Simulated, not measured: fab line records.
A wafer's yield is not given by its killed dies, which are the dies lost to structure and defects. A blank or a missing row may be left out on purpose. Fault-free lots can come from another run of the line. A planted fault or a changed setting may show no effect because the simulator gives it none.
2 desks, one fault    flow nand-harc    each desk has only its own numbers; what lay behind them comes last

== THE METROLOGY DESK ==
Means of the sampled wafers that have a number, per lot and without regard to the tool the lot ran on: this is what the gauges read. The brackets show how far a lot's mean lies from the usual mean; more than 4 standard deviations puts the lot out of limits, marked OUT.
Columns: A = cd-nm at NHARC_P_STI_CD_MEAS_09, usual 200.4 nm
lot   first seen here  A
L710  day 3 07:32      201.2
L709  day 3 07:41      198.9
L711  day 3 16:42      202.0
L712  day 3 22:52      201.2
L715  day 4 16:52      197.5
L716  day 4 23:52      203.3
L725  day 7 05:34      200.3
L727  day 7 16:37      198.6
L728  day 8 01:14      197.8
L729  day 8 01:23      200.5
This desk found nothing out of limits on any of the 10 lots.

== DESK OF THE TOOL OWNER: rie-diel-04 ==
The tool's own readings at NHARC_P_ZERO_WELL_ETCH_62 (etches the open film in CHF3/Ar, target depth 13 nm, time 6.5 s): means of the sampled wafers that have a number, for each lot that ran on this tool. The brackets show how far a lot's mean lies from the usual mean; more than 4 standard deviations puts the lot out of limits, marked OUT.
Columns: A = bias-w at NHARC_P_ZERO_WELL_ETCH_62, usual 200.0 W; B = chamber-pressure-mTorr at NHARC_P_ZERO_WELL_ETCH_62, usual 25.001 mTorr; C = drypump-motor-current-A at NHARC_P_ZERO_WELL_ETCH_62, usual 5.7 A; D = oes-product-au at NHARC_P_ZERO_WELL_ETCH_62, usual 0.968 a.u.; E = rf-vpp-V at NHARC_P_ZERO_WELL_ETCH_62, usual 371.1 V; F = showerhead-plenum-p-Torr at NHARC_P_ZERO_WELL_ETCH_62, usual 2.36 Torr; G = throttle-valve-pct at NHARC_P_ZERO_WELL_ETCH_62, usual 20.217 %
lot   first seen here  A      B       C    D      E      F     G
L709  day 2 07:43      200.4  25.001  5.7  0.986  369.1  2.30  20.222
L710  day 2 13:35      200.3  24.994  5.9  0.970  369.7  2.32  20.216
L716  day 4 01:35      200.5  25.004  5.6  0.961  369.6  2.28  20.232
L727  day 6 19:27      200.1  24.992  5.6  0.964  368.6  2.27  20.221
L729  day 7 07:28      199.7  25.013  5.8  0.958  369.8  2.31  20.220
This desk found nothing out of limits on any of the 5 lots.

== TAKEN TOGETHER ==
At the metrology desk, nothing out of limits was observed.
Nothing out of limits was seen by the tool owner's desk.

== WHAT HAD BEEN PUT IN BY THE SIMULATOR ==
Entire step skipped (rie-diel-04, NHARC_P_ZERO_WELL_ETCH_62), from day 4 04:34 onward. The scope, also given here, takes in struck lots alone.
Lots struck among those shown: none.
